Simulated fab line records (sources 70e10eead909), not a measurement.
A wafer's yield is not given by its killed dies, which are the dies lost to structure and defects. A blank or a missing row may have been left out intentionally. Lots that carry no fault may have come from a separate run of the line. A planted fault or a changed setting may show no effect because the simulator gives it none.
fab line records    flow nand-harc
record: lots: 13  wafers: 39  last-day: 24
route steps=1159 shown A_STAIRCASE@597 END@1159
lots with no fault: from the same line, run without faults
start-h: hours from the record's first day to the start of the lot's first wafer shown    wait-h: hours since the lot's step before    " repeats the value in the row above    L1.1+2: several wafers, shown together as one row    - either no value or no given start    * or withheld: withheld    < > ~ a bound
route shown NAME@n: names a module that has steps shown in the file, with the first one's number in the route    usual: the fault-free wafers' mean and standard deviation    same: alike in all rows    chamber/n: place in a boat    sites: the reading at each site    _std_site: the standard deviation of these    _edge_site: the outer-site mean with the inner-site mean subtracted    radius-mm: for every site, how far away it sits from the centre of the wafer    mask NAME#n: copy n    behind: the most recent tool/chamber to have shaped the wafer    hold: what put the lot on hold/how long, in hours/how the hold closed    device: whichever transistor did not switch (one of n, p or np)    end of line: the tests these same wafers got at the end of their route    step lacking rows: just its recipe    killed: not the wafer's yield, but the dies lost to structure and defects at the first sort    map: the dies of a wafer, with x for killed, . for not killed, _ for no die there
set.NAME: the run value of the setting; set.NAME@STEP: its run value at that earlier step    model.NAME: the simulator's own value behind a step, which no gauge read
a sample of lots followed through the steps of the route, with each step as a table and each wafer as a row
services: when a tool's chamber went out of use (start-h, in hours from the record's first day, below 0 if earlier), for how many hours, and the reason
== steps ==
step: NHARC_A_STAIRCASE_ETCH_203
recipe: target-depth-a: 1000  time-s: 40.5  ion-energy-ev: 400  c4f8-flow-sccm: 20  o2-flow-sccm: 10  ar-flow-sccm: withheld  rf-w: 600  bias-w: 1000  chemistry: C4F8/O2
usual: oes-product-au: 0.944/0.011  rf-vpp-V: 894/5.2
same: time-s: 40.5
lot.wafer  tool         chamber  start-h  wait-h  oes-product-au  rf-hours-counter-h  rf-vpp-V
L929.2     rie-diel-02  1        -        -       0.938           35                  888
L929.6     "            2        "        "       0.930           -                   890
L929.4     "            0        "        "       0.941           -                   899
L928.4     rie-diel-13  0        -        -       0.933           61                  897
L928.1     "            1        "        "       0.952           57                  890
L928.6     "            1        "        "       0.957           -                   890
L930.1     rie-diel-02  1        -        -       0.947           40                  887
L930.3     "            2        "        "       0.939           40                  890
L930.5     "            0        "        "       0.943           -                   897
L932.4     rie-diel-13  0        -        -       0.938           65                  897
L932.3     "            1        "        "       0.944           62                  891
L932.5     "            3        "        "       0.942           -                   894
L931.2     rie-diel-01  1        -        -       0.939           47                  891
L931.5     "            1        "        "       0.944           -                   890
L931.6     "            2        "        "       0.958           -                   900
L934.1     rie-diel-01  2        -        -       0.945           55                  900
L934.6     "            2        "        "       0.943           -                   900
L934.5     "            3        "        "       0.938           -                   898
L936.3     rie-diel-01  0        -        -       0.960           61                  890
L936.1     "            1        "        "       0.964           56                  890
L936.4     "            2        "        "       0.948           57                  899
L943.1     rie-diel-13  1        -        -       0.948           25                  888
L943.3     "            2        "        "       0.956           23                  904
L943.5     "            3        "        "       0.961           -                   892
L942.4     rie-diel-01  3        -        -       0.947           7                   897
L942.6     "            3        "        "       0.954           -                   895
L942.5     "            0        "        "       0.946           -                   890
L944.2     rie-diel-13  0        -        -       0.952           29                  896
L944.5     "            2        "        "       0.966           -                   906
L944.6     "            3        "        "       0.938           -                   893
L947.1     rie-diel-02  3        -        -       0.942           13                  902
L947.4     "            0        "        "       0.941           11                  898
L947.2     "            2        "        "       0.935           12                  890
L948.3     rie-diel-01  3        -        -       0.937           22                  896
L948.4     "            0        "        "       0.952           18                  891
L948.2     "            1        "        "       0.966           18                  890
L949.4     rie-diel-01  2        -        -       0.934           26                  899
L949.1     "            0        "        "       0.931           24                  890
L949.5     "            2        "        "       0.944           -                   898
step: NHARC_A_STAIRCASE_ETCH_225
recipe: target-depth-a: 1000  time-s: 40.5  ion-energy-ev: 400  c4f8-flow-sccm: 20  o2-flow-sccm: 10  ar-flow-sccm: withheld  rf-w: 600  bias-w: 1000  chemistry: C4F8/O2
usual: oes-product-au: 0.945/0.0086  rf-vpp-V: 894/5.5
same: time-s: 40.5
lot.wafer  tool         chamber  start-h  wait-h  oes-product-au  rf-hours-counter-h  rf-vpp-V
L929.2     rie-diel-01  0        262.28   -       0.955           45                  889
L929.4     "            1        "        "       0.932           43                  890
L929.6     "            1        "        "       0.937           -                   890
L928.1     rie-diel-13  1        262.59   -       0.953           58                  891
L928.4     "            2        "        "       0.949           57                  885
L928.6     "            1        "        "       0.947           -                   889
L930.1     rie-diel-01  0        271.88   -       0.954           49                  892
L930.3     "            3        "        "       0.943           48                  897
L930.5     "            1        "        "       0.955           -                   891
L932.4     rie-diel-02  1        272.18   -       0.941           41                  888
L932.3     "            2        "        "       0.942           40                  890
L932.5     "            1        "        "       0.940           -                   889
L931.2     rie-diel-01  3        273.73   -       0.760           49                  898
L931.5     "            2        "        "       0.778           -                   900
L931.6     "            3        "        "       0.764           -                   898
L934.1     rie-diel-13  0        291.25   -       0.959           3                   897
L934.5     "            1        "        "       0.960           -                   890
L934.6     "            2        "        "       0.968           -                   907
L936.1     rie-diel-01  1        301.50   -       0.776           56                  892
L936.4     "            2        "        "       0.778           58                  899
L936.3     "            0        "        "       0.768           62                  890
L943.1     rie-diel-02  1        340.53   -       0.951           1                   886
L943.3     "            0        "        "       0.946           1                   897
L943.5     "            2        "        "       0.937           -                   891
L942.4     rie-diel-13  0        343.82   -       0.950           25                  895
L942.5     "            0        "        "       0.963           -                   894
L942.6     "            1        "        "       0.951           -                   890
L944.2     rie-diel-01  2        363.34   -       0.947           17                  899
L944.5     "            1        "        "       0.945           -                   892
L944.6     "            2        "        "       0.944           -                   901
L947.1     rie-diel-13  3        379.57   -       0.948           33                  893
L947.2     "            0        "        "       0.952           33                  896
L947.4     "            1        "        "       0.952           35                  890
L948.2     rie-diel-01  1        380.30   -       0.945           19                  890
L948.4     "            2        "        "       0.944           21                  899
L948.3     "            3        "        "       0.941           22                  897
L949.4     rie-diel-02  1        390.63   -       0.945           15                  888
L949.1     "            0        "        "       0.934           15                  898
L949.5     "            2        "        "       0.948           -                   890
step: NHARC_A_STAIRCASE_TRIM_229
recipe: time-s: 211.2  o2-flow-sccm: 500  ar-flow-sccm: 0  bias-w: 0  chemistry: O2
usual: drypump-motor-current-A: 5.7/0.37  oes-product-au: 1.003/0.0082  rf-vpp-V: 57.7/0.86  showerhead-plenum-p-Torr: 3.49/0.15  throttle-valve-pct: 17.036/0.0087
same: time-s: 211.2
lot.wafer  tool         chamber  start-h  wait-h  drypump-motor-current-A  oes-product-au  rf-hours-counter-h  rf-vpp-V  showerhead-plenum-p-Torr  throttle-valve-pct
L929.2     rie-diel-01  3        262.81   0.1     5.5                      0.996           44                  56.9      3.56                      17.025
L929.4     "            0        "        "       5.4                      1.009           45                  56.5      3.36                      17.036
L929.6     "            1        "        "       5.8                      0.996           -                   55.6      3.39                      17.043
L928.1     rie-diel-02  0        263.11   0.1     5.3                      1.000           37                  58.6      3.59                      17.047
L928.4     "            3        "        "       6.3                      0.997           27                  57.9      3.72                      17.025
L928.6     "            0        "        "       5.3                      0.997           -                   57.8      3.59                      17.042
L930.3     rie-diel-01  1        272.29   0.1     5.8                      1.007           47                  57.3      3.38                      17.027
L930.1     "            0        "        "       5.4                      1.004           50                  57.2      3.36                      17.028
L930.5     "            2        "        "       6.3                      1.008           -                   58.7      3.63                      17.039
L932.3     rie-diel-02  0        272.61   0.1     5.2                      1.000           40                  58.8      3.59                      17.015
L932.4     "            2        "        "       5.8                      0.995           40                  57.8      3.37                      17.038
L932.5     "            3        "        "       6.2                      1.016           -                   58.6      3.72                      17.036
L931.2     rie-diel-01  1        274.16   0.1     5.8                      1.014           48                  57.0      3.38                      17.043
L931.5     "            0        "        "       5.5                      1.011           -                   56.0      3.36                      17.057
L931.6     "            1        "        "       5.8                      1.009           -                   57.2      3.38                      17.034
L934.1     rie-diel-13  3        291.72   0.1     5.4                      1.010           2                   56.4      3.46                      17.032
L934.5     "            1        "        "       6.3                      1.012           -                   58.1      3.36                      17.029
L934.6     "            2        "        "       5.6                      1.016           -                   58.2      3.81                      17.030
L936.1     rie-diel-01  1        301.91   0.1     5.8                      0.998           57                  56.7      3.38                      17.049
L936.3     "            3        "        "       5.6                      0.993           60                  57.7      3.55                      17.037
L936.4     "            0        "        "       5.4                      0.995           62                  55.9      3.35                      17.045
L943.1     rie-diel-13  3        340.98   0.1     5.5                      1.010           23                  57.9      3.45                      17.044
L943.3     "            1        "        "       6.3                      1.004           26                  56.1      3.34                      17.041
L943.5     "            0        "        "       5.5                      1.008           -                   57.8      3.50                      17.033
L942.4     rie-diel-13  3        344.27   0.1     5.4                      0.997           25                  57.3      3.45                      17.030
L942.6     "            3        "        "       5.4                      0.999           -                   56.4      3.45                      17.045
L942.5     "            0        "        "       5.5                      1.014           -                   59.0      3.50                      17.028
L944.2     rie-diel-02  1        363.74   0.1     5.4                      1.022           7                   56.8      3.31                      17.034
L944.5     "            1        "        "       5.4                      1.002           -                   56.6      3.31                      17.052
L944.6     "            2        "        "       5.8                      0.983           -                   58.3      3.35                      17.024
L947.4     rie-diel-02  3        379.98   0.1     6.2                      1.000           13                  59.4      3.70                      17.045
L947.2     "            1        "        "       5.4                      0.994           11                  57.4      3.30                      17.039
L947.1     "            2        "        "       5.8                      0.987           12                  55.6      3.35                      17.028
L948.3     rie-diel-01  1        380.75   0.1     5.8                      1.016           19                  57.0      3.37                      17.028
L948.2     "            2        "        "       6.3                      1.018           22                  58.8      3.61                      17.033
L948.4     "            0        "        "       5.4                      1.001           19                  57.2      3.34                      17.032
L949.4     rie-diel-02  3        391.07   0.1     6.2                      1.010           17                  58.5      3.70                      17.031
L949.1     "            0        "        "       5.3                      1.001           15                  56.4      3.57                      17.034
L949.5     "            0        "        "       5.2                      0.990           -                   57.5      3.57                      17.053
step: NHARC_A_STAIRCASE_ETCH_234
recipe: target-depth-a: 1000  time-s: 40.5  ion-energy-ev: 400  c4f8-flow-sccm: 20  o2-flow-sccm: 10  ar-flow-sccm: withheld  rf-w: 600  bias-w: 1000  chemistry: C4F8/O2
usual: oes-product-au: 0.947/0.0095  rf-vpp-V: 894/5.5
same: time-s: 40.5
lot.wafer  tool         chamber  start-h  wait-h  oes-product-au  rf-hours-counter-h  rf-vpp-V
L929.2     rie-diel-01  0        -        -       0.939           46                  889
L929.4     "            1        "        "       0.953           44                  891
L929.6     "            1        "        "       0.945           -                   892
L928.1     rie-diel-02  1        -        -       0.929           38                  888
L928.4     "            2        "        "       0.945           -                   890
L928.6     "            3        "        "       0.953           -                   902
L930.1     rie-diel-01  1        -        -       0.956           48                  889
L930.3     "            2        "        "       0.940           48                  899
L930.5     "            1        "        "       0.952           -                   892
L932.4     rie-diel-02  0        -        -       0.947           41                  898
L932.3     "            2        "        "       0.940           41                  889
L932.5     "            3        "        "       0.962           -                   903
L931.2     rie-diel-01  1        -        -       0.946           48                  890
L931.5     "            1        "        "       0.957           -                   891
L931.6     "            2        "        "       0.961           -                   900
L934.1     rie-diel-13  0        -        -       0.972           4                   896
L934.5     "            0        "        "       0.962           -                   896
L934.6     "            1        "        "       0.959           -                   890
L936.4     rie-diel-01  0        -        -       0.946           62                  889
L936.1     "            2        "        "       0.958           59                  899
L936.3     "            3        "        "       0.937           60                  897
L943.3     rie-diel-13  1        -        -       0.957           26                  889
L943.1     "            2        "        "       0.952           24                  905
L943.5     "            1        "        "       0.963           -                   888
L942.4     rie-diel-13  3        -        -       0.942           25                  895
L942.5     "            2        "        "       0.974           -                   905
L942.6     "            3        "        "       0.943           -                   893
L944.2     rie-diel-02  0        -        -       0.940           7                   897
L944.5     "            1        "        "       0.953           -                   888
L944.6     "            2        "        "       0.930           -                   892
L947.1     rie-diel-02  2        -        -       0.944           13                  888
L947.2     "            3        "        "       0.956           13                  903
L947.4     "            0        "        "       0.943           12                  897
L948.2     rie-diel-01  1        -        -       0.952           20                  889
L948.4     "            3        "        "       0.936           23                  895
L948.3     "            0        "        "       0.932           20                  887
L949.4     rie-diel-02  3        -        -       0.940           17                  901
L949.1     "            0        "        "       0.946           16                  898
L949.5     "            1        "        "       0.948           -                   887
step: NHARC_END_SORT_01
recipe: temp-c: 25
usual: killed-at-array: 26/8.6  killed-at-other: 0.7/0.97  killed-at-periphery: 3.2/2.2  killed-dies: 30/8.9  killed-open: 3.1/1.8  killed-short: 2.2/1.8
same: gross-dies: 677
lot.wafer  tool       chamber  start-h  wait-h  killed-at-array  killed-at-other  killed-at-periphery  killed-dies  killed-open  killed-short
L931.2     prober-01  0        459.12   2.8     675              0                2                    677          1            4
L931.5     prober-01  0        461.53   3.7     673              1                3                    677          0            4
L931.6     prober-01  0        462.33   4.0     673              1                3                    677          4            2
L936.1     prober-02  0        497.62   2.5     673              1                3                    677          5            2
L936.3     prober-02  0        499.22   3.1     676              0                1                    677          2            1
L936.4     prober-02  0        500.02   3.4     673              0                4                    677          1            1
killed by level:class
L931.2 A_STAIRCASE:area-etch=664 A_STAIRCASE:chamber-film-flake=3 A_ONON_D1:geometric-particle:short=2 P_GATE:geometric-particle:short=1 A_WL_FILL:geometric-particle:short=1 A_CONTACT:geometric-particle:open=1 P_STI:chamber-film-flake=1 A_CHANNEL_HOLE_D1:chamber-film-flake=1
L931.5 A_STAIRCASE:area-etch=665 A_CHANNEL_HOLE_D1:chamber-film-flake=3 A_ONON_D1:geometric-particle:short=2 P_ZERO_WELL:chamber-film-flake=2 A_STAIRCASE:chamber-film-flake=2 P_CONTACT:geometric-particle:short=1 A_WL_FILL:geometric-particle:short=1 THIN_TSV:chamber-film-flake=1
L931.6 A_STAIRCASE:area-etch=655 A_CHANNEL_HOLE_D1:chamber-film-flake=5 P_ZERO_WELL:chamber-film-flake=3 A_STAIRCASE:chamber-film-flake=3 A_ONON_D1:geometric-particle:short=2 A_CONTACT:chamber-film-flake=2 A_ONON_D1:geometric-particle:open=1 A_STAIRCASE:geometric-particle:open=1
L936.1 A_STAIRCASE:area-etch=654 A_CHANNEL_HOLE_D1:chamber-film-flake=3 A_STAIRCASE:chamber-film-flake=3 A_WL_FILL:chamber-film-flake=3 A_ONON_D1:geometric-particle:open=2 A_CHANNEL_FILL_D1:geometric-particle:open=2 P_M0:chamber-film-flake=2 A_SLIT:chamber-film-flake=2
L936.3 A_STAIRCASE:area-etch=656 A_STAIRCASE:chamber-film-flake=7 A_CHANNEL_HOLE_D1:chamber-film-flake=4 A_SLIT:chamber-film-flake=2 A_WL_FILL:chamber-film-flake=2 A_CONTACT:chamber-film-flake=2 P_GATE:geometric-particle:open=1 A_WL_FILL:geometric-particle:open=1
L936.4 A_STAIRCASE:area-etch=661 A_CHANNEL_HOLE_D1:chamber-film-flake=4 A_CONTACT:chamber-film-flake=3 P_GATE:chamber-film-flake=2 A_STAIRCASE:chamber-film-flake=2 A_WL_FILL:chamber-film-flake=2 P_M0:geometric-particle:short=1 A_ONON_D1:geometric-particle:open=1
== services ==
tool         chamber  start-h  hours  kind
rie-diel-01  3        237.65   6.5    repair
rie-diel-02  3        242.74   16.8   repair
rie-diel-01  0        244.98   -      clean
rie-diel-01  1        244.98   -      clean
rie-diel-01  2        244.98   -      clean
rie-diel-01  3        244.98   -      clean
rie-diel-13  3        247.91   3.9    repair
rie-diel-01  0        269.48   -      clean
rie-diel-01  1        269.48   -      clean
rie-diel-01  2        269.48   -      clean
rie-diel-01  3        269.48   -      clean
rie-diel-13  -        276.04   9.0    pm
rie-diel-01  0        293.98   -      clean
rie-diel-01  1        293.98   -      clean
rie-diel-01  2        293.98   -      clean
rie-diel-01  3        293.98   -      clean
rie-diel-13  0        298.36   4.0    repair
rie-diel-01  -        314.80   9.0    pm
rie-diel-01  0        314.80   9.0    vent-cycle
rie-diel-01  1        314.80   9.0    vent-cycle
rie-diel-01  2        314.80   9.0    vent-cycle
rie-diel-02  -        328.15   9.0    pm
rie-diel-01  2        339.55   1.5    repair
rie-diel-13  -        346.60   0.4    repair
== key ==
first-sign: step: NHARC_A_STAIRCASE_ETCH_225  reading: oes-product-au  direction: down  sigmas: 20  usual: 0.945  struck: 0.771
effect: step: NHARC_END_SORT_01  reading: killed-at-array  direction: up  sigmas: 75  usual: 26  struck: 674
more-kills-born-at: NHARC_A_STAIRCASE_ETCH_225@rie-diel-01: 3955
met-at NHARC_A_STAIRCASE_ETCH_225
struck-lots L931,L936
later-rows-left-out L931.2,L931.5,L931.6,L936.1,L936.3,L936.4
tester-left-out L931,L936
not-acting-at NHARC_A_STAIRCASE_ETCH_203,NHARC_A_STAIRCASE_TRIM_229,NHARC_A_STAIRCASE_ETCH_234
onset-between 271.88 273.73
fault: kind: process-parameter-drift  tool: rie-diel-01  chamber: -  onset-h: 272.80  steps: NHARC_A_STAIRCASE_ETCH_225  channel: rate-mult  offset: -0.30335  shape: step  end-h: 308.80
tester-left-out: of these lots the tester's yield and bins aren't shown, on N5 and GAA mostly nor the transistor test; their killed dies are dies lost to structure and defects alone, not to doping, threshold or leakage, so they don't give the yield
later-rows-left-out: the simulator's readings of these wafers behind a module that went badly wrong aren't trusted and aren't shown, but for the sort
